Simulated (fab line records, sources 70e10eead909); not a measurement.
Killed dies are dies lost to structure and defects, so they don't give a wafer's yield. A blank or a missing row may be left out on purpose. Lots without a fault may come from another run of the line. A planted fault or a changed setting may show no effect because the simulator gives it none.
fab line records | flow nand_harc
record lots=13 wafers=39 last_day=25
route steps=1159 shown A_CONTACT@866
lots that met no fault: from a run of the same line without faults
start_h: hours from the record's first day to the start of the lot's first wafer shown | wait_h: hours since the lot's step before | " the same as in the row above | L1.1+2: a row that stands for several wafers | - no value, or no start given | * or withheld: withheld | < > ~ a bound
route shown NAME@n: a module of which the file shows steps, and the number in the route of the first | usual: mean/standard deviation of fault-free wafers | same: alike in all rows | chamber/n: place in a boat | sites: the reading at each site | _std_site: their standard deviation | _edge_site: outer sites' mean less inner sites' | radius_mm: how far each site lies from the wafer's centre | mask NAME#n: copy n | behind: the tool/chamber that last shaped the wafer | hold: why the lot was held/for how many hours/how that ended | device: the transistor (n, p or np) that didn't switch | end of line: the same wafers' tests at the end of the route | a step without rows: its recipe alone | killed: dies lost to structure and defects at the first sort, not the wafer's yield | map: a wafer's dies, x killed, . not, _ none there
set.NAME: the setting as run; set.NAME@STEP: as run at that earlier step | model.NAME: the simulator's own value behind a step, which no gauge read
steps of the route over a sample of lots; a table a step, a row a wafer
services: from which hour (start_h, from the record's first day; less than 0 if before it) a tool's chamber was out of use, for how many hours, and why
## steps
# step NHARC_A_CONTACT_ETCH_115
# recipe source_w=withheld pressure_mtorr=20 bias_v=3000 time_s=94 target_depth_a=9220 ar_flow_sccm=withheld c4f8_flow_sccm=withheld o2_flow_sccm=withheld chemistry=C4F8/O2/Ar
# usual run_length_s=94/0
# columns lot.wafer tool chamber start_h wait_h rf_hours_counter_h run_length_s
L510.2 har_cap_etch-03 0 381.68 0.1 83 94
L510.6 " 1 " " - 94
L510.5 " 0 " " - 94
L512.1 har_cap_etch-02 1 381.94 0.1 7 94
L512.5 " 0 " " - 94
L512.6 " 1 " " - 94
L513.1 har_cap_etch-01 1 392.33 0.1 58 94
L513.4 " 1 " " - 94
L513.5 " 0 " " - 94
L514.1 har_cap_etch-01 0 398.88 0.1 60 94
L514.3 " 0 " " - 94
L514.5 " 1 " " - 94
L519.1 har_cap_etch-01 1 439.43 0.1 66 94
L519.3 " 0 " " - 94
L519.6 " 1 " " - 94
L522.2 har_cap_etch-01 0 447.85 0.1 67 94
L522.4 " 1 " " - 94
L522.5 " 1 " " - 94
L521.2 har_cap_etch-02 1 448.63 0.1 22 94
L521.4 " 1 " " - 94
L521.3 " 0 " " - 94
L525.1 har_cap_etch-03 0 470.88 0.1 101 94
L525.3 " 0 " " - 94
L525.6 " 1 " " - 94
L526.4 har_cap_etch-02 1 476.89 0.1 - 94
L526.6 " 1 " " - 94
L526.5 " 0 " " - 94
L528.1 har_cap_etch-01 1 482.97 0.1 74 94
L528.3 " 0 " " - 94
L528.5 " 0 " " - 94
L531.4 har_cap_etch-01 1 498.29 0.1 - 94
L531.5 " 0 " " - 94
L531.6 " 1 " " - 94
L530.1 har_cap_etch-03 1 502.68 0.1 107 94
L530.2 " 0 " " 107 94
L530.6 " 0 " " - 94
L529.2 har_cap_etch-01 1 502.85 0.1 78 94
L529.4 " 1 " " - 94
L529.3 " 0 " " - 94
# step NHARC_A_CONTACT_ETCH_116
# recipe source_w=withheld pressure_mtorr=20 bias_v=3000 time_s=94 target_depth_a=9220 ar_flow_sccm=withheld c4f8_flow_sccm=withheld o2_flow_sccm=withheld chemistry=C4F8/O2/Ar
# usual run_length_s=94/0
# columns lot.wafer tool chamber start_h wait_h rf_hours_counter_h run_length_s
L510.2 har_cap_etch-03 0 381.77 0.1 83 94
L510.6 " 1 " " - 94
L510.5 " 0 " " - 94
L512.1 har_cap_etch-02 1 382.03 0.1 8 94
L512.5 " 0 " " - 94
L512.6 " 1 " " - 94
L513.1 har_cap_etch-01 1 392.42 0.1 58 94
L513.4 " 1 " " - 94
L513.5 " 0 " " - 94
L514.1 har_cap_etch-01 0 398.97 0.1 60 94
L514.3 " 0 " " - 94
L514.5 " 1 " " - 94
L519.1 har_cap_etch-01 1 439.59 0.1 66 94
L519.3 " 0 " " - 94
L519.6 " 1 " " - 94
L522.2 har_cap_etch-01 0 447.94 0.1 67 94
L522.4 " 1 " " - 94
L522.5 " 1 " " - 94
L521.2 har_cap_etch-02 1 448.72 0.1 22 94
L521.4 " 1 " " - 94
L521.3 " 0 " " - 94
L525.1 har_cap_etch-03 0 470.97 0.1 101 94
L525.3 " 0 " " - 94
L525.6 " 1 " " - 94
L526.4 har_cap_etch-02 1 476.98 0.1 - 94
L526.6 " 1 " " - 94
L526.5 " 0 " " - 94
L528.1 har_cap_etch-01 1 483.06 0.1 74 94
L528.3 " 0 " " - 94
L528.5 " 0 " " - 94
L531.4 har_cap_etch-01 1 498.38 0.1 - 94
L531.5 " 0 " " - 94
L531.6 " 1 " " - 94
L530.1 har_cap_etch-03 1 502.77 0.1 107 94
L530.2 " 0 " " 107 94
L530.6 " 0 " " - 94
L529.2 har_cap_etch-01 1 502.94 0.1 78 94
L529.4 " 1 " " - 94
L529.3 " 0 " " - 94
# step NHARC_A_CONTACT_ETCH_122
# recipe source_w=withheld pressure_mtorr=20 bias_v=3000 time_s=95 target_depth_a=9300 ar_flow_sccm=withheld c4f8_flow_sccm=withheld o2_flow_sccm=withheld chemistry=C4F8/O2/Ar
# usual run_length_s=95/0
# columns lot.wafer tool chamber start_h wait_h rf_hours_counter_h run_length_s
L510.2 har_cap_etch-03 0 382.32 0.1 84 95
L510.6 " 1 " " - 95
L510.5 " 0 " " - 95
L512.1 har_cap_etch-02 1 382.58 0.1 8 95
L512.5 " 0 " " - 95
L512.6 " 1 " " - 95
L513.1 har_cap_etch-01 1 392.97 0.1 58 95
L513.4 " 1 " " - 95
L513.5 " 0 " " - 95
L514.1 har_cap_etch-01 0 399.52 0.1 60 95
L514.3 " 0 " " - 95
L514.5 " 1 " " - 95
L519.1 har_cap_etch-01 1 440.55 0.1 67 95
L519.3 " 0 " " - 95
L519.6 " 1 " " - 95
L522.2 har_cap_etch-01 0 448.48 0.1 68 95
L522.4 " 1 " " - 95
L522.5 " 1 " " - 95
L521.2 har_cap_etch-02 1 449.26 0.1 22 95
L521.4 " 1 " " - 95
L521.3 " 0 " " - 95
L525.1 har_cap_etch-03 0 471.51 0.1 102 95
L525.3 " 0 " " - 95
L525.6 " 1 " " - 95
L526.4 har_cap_etch-02 1 477.52 0.1 - 95
L526.6 " 1 " " - 95
L526.5 " 0 " " - 95
L528.1 har_cap_etch-01 1 483.60 0.1 74 95
L528.3 " 0 " " - 95
L528.5 " 0 " " - 95
L531.4 har_cap_etch-01 1 498.93 0.1 - 95
L531.5 " 0 " " - 95
L531.6 " 1 " " - 95
L530.1 har_cap_etch-03 1 503.32 0.1 107 95
L530.2 " 0 " " 107 95
L530.6 " 0 " " - 95
L529.2 har_cap_etch-01 1 503.48 0.1 79 95
L529.4 " 1 " " - 95
L529.3 " 0 " " - 95
# step NHARC_A_CONTACT_ETCH_90
# recipe target_depth_a=400 over_etch_frac=0.5 time_s=85.7 ion_energy_ev=120 ch3f_flow_sccm=50 o2_flow_sccm=30 ar_flow_sccm=200 rf_w=500 bias_w=100 chemistry=CH3F/O2
# usual drypump_motor_current_A=5.9/0.37 oes_product_au=0.96/0.037 rf_vpp_V=244.3/1.5 run_length_s=107.1/0.48 showerhead_plenum_p_Torr=2.45/0.081 throttle_valve_pct=20.664/0.0087
# columns lot.wafer tool chamber start_h wait_h drypump_motor_current_A oes_product_au rf_hours_counter_h rf_vpp_V run_length_s showerhead_plenum_p_Torr throttle_valve_pct
L510.2 rie_diel-06 2 383.00 0.5 5.4 0.93 50 243.7 107.4 2.38 20.661
L510.5 " 2 " " 5.5 0.93 - 244.1 106.9 2.38 20.657
L510.6 " 3 " " 6.1 0.92 - 245.4 106.7 2.49 20.655
L512.1 rie_diel-06 3 383.28 0.5 6.1 0.92 55 245.4 106.3 2.49 20.666
L512.5 " 1 " " 5.7 0.93 - 244.0 106.9 2.44 20.645
L512.6 " 2 " " 5.4 0.92 - 243.9 107.6 2.38 20.660
L513.1 rie_diel-06 0 393.68 0.6 6.2 0.93 59 245.0 106.9 2.49 20.670
L513.4 " 2 " " 5.4 0.92 53 242.0 106.8 2.38 20.642
L513.5 " 0 " " 6.2 0.92 - 245.2 107.2 2.49 20.674
L514.1 rie_diel-10 2 400.21 0.5 6.3 0.94 11 246.2 107.9 2.50 20.663
L514.3 " 0 " " 5.4 0.94 - 245.1 106.3 2.52 20.659
L514.5 " 2 " " 6.3 0.93 - 245.0 107.9 2.50 20.669
L519.1 rie_diel-06 1 441.35 0.6 5.7 0.93 6 243.8 73.6 2.43 20.662
L519.3 " 2 " " 5.4 0.92 6 243.0 74.0 2.37 20.653
L519.6 " 2 " " 5.5 0.92 - 243.1 74.0 2.37 20.668
L522.4 rie_diel-03 0 449.17 0.5 6.4 0.99 7 243.4 106.7 2.41 20.677
L522.2 " 2 " " 5.6 1.01 9 246.5 107.6 2.61 20.677
L522.5 " 0 " " 6.4 0.99 - 244.5 106.7 2.40 20.666
L521.4 rie_diel-06 2 450.04 0.5 5.4 0.99 11 242.6 73.5 2.37 20.657
L521.3 " 0 " " 6.2 0.99 9 245.9 73.6 2.48 20.682
L521.2 " 1 " " 5.8 1.00 10 242.5 73.5 2.43 20.672
L525.3 rie_diel-03 3 472.20 0.4 5.8 1.00 11 243.3 108.0 2.47 20.657
L525.1 " 1 " " 5.7 1.01 12 243.4 106.8 2.33 20.666
L525.6 " 0 " " 6.5 1.01 - 243.2 106.9 2.40 20.669
L526.4 rie_diel-03 2 478.26 0.5 5.6 0.93 13 247.1 107.0 2.61 20.669
L526.5 " 3 " " 5.8 0.93 - 245.9 107.5 2.47 20.661
L526.6 " 0 " " 6.4 0.92 - 241.9 107.2 2.40 20.659
L528.3 rie_diel-03 3 484.31 0.5 5.8 0.93 13 245.6 107.6 2.47 20.669
L528.1 " 0 " " 6.4 0.92 14 243.0 106.8 2.40 20.667
L528.5 " 2 " " 5.6 0.93 - 245.9 107.1 2.61 20.676
L531.4 rie_diel-10 0 499.59 0.4 5.5 0.93 56 243.7 106.4 2.50 20.656
L531.5 " 0 " " 5.4 0.94 - 243.9 106.4 2.50 20.649
L531.6 " 1 " " 6.7 0.93 - 242.6 107.4 2.36 20.668
L530.1 rie_diel-03 0 504.02 0.6 6.4 1.00 17 244.3 107.2 2.40 20.657
L530.2 " 2 " " 5.6 1.00 18 247.0 107.0 2.61 20.668
L530.6 " 3 " " 5.8 0.99 - 245.6 108.2 2.47 20.676
L529.2 rie_diel-03 2 504.17 0.5 5.6 1.01 18 247.0 106.8 2.61 20.655
L529.3 " 3 " " 5.8 0.99 16 245.1 107.7 2.47 20.665
L529.4 " 1 " " 5.6 0.99 18 243.2 106.6 2.33 20.667
## services
# columns tool chamber start_h hours kind
rie_diel-03 0 371.62 - clean
rie_diel-03 1 371.62 - clean
rie_diel-03 2 371.62 - clean
rie_diel-03 3 371.62 - clean
rie_diel-03 - 392.30 9.0 pm
rie_diel-03 0 392.30 9.0 vent_cycle
rie_diel-03 1 392.30 9.0 vent_cycle
rie_diel-03 2 392.30 9.0 vent_cycle
rie_diel-03 3 392.30 9.0 vent_cycle
rie_diel-10 3 398.31 5.8 repair
rie_diel-10 1 399.69 8.5 repair
har_cap_etch-02 - 401.11 1.1 repair
rie_diel-03 0 401.30 - clean
rie_diel-03 1 401.30 - clean
rie_diel-03 1 401.30 - consumable_replace:focus_ring
rie_diel-03 2 401.30 - clean
rie_diel-03 3 401.30 - clean
rie_diel-03 3 401.32 3.5 repair
rie_diel-06 - 418.74 9.0 pm
rie_diel-10 1 423.64 45.3 repair
rie_diel-03 0 431.07 6.7 repair
rie_diel-10 0 436.05 3.7 repair
har_cap_etch-02 - 465.26 1.0 repair
rie_diel-06 2 498.54 2.2 repair
## key
first_sign step=NHARC_A_CONTACT_ETCH_90 reading=run_length_s direction=down sigmas=70 usual=* struck=*
effect none on later readings
met_at NHARC_A_CONTACT_ETCH_90
struck_lots L519,L521
tester_left_out L519,L521
not_acting_at NHARC_A_CONTACT_ETCH_115,NHARC_A_CONTACT_ETCH_116,NHARC_A_CONTACT_ETCH_122
onset_between 393.68 441.35
fault kind=process_parameter_drift tool=rie_diel-06 chamber=- onset_h=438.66 steps=NHARC_A_CONTACT_ETCH_90 channel=time_s offset=* shape=step end_h=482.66 acts_in=* stated=*
# tester_left_out: of these lots the tester's yield and bins aren't shown, on N5 and GAA mostly nor the transistor test; their killed dies are dies lost to structure and defects alone, not to doping, threshold or leakage, so they don't give the yield
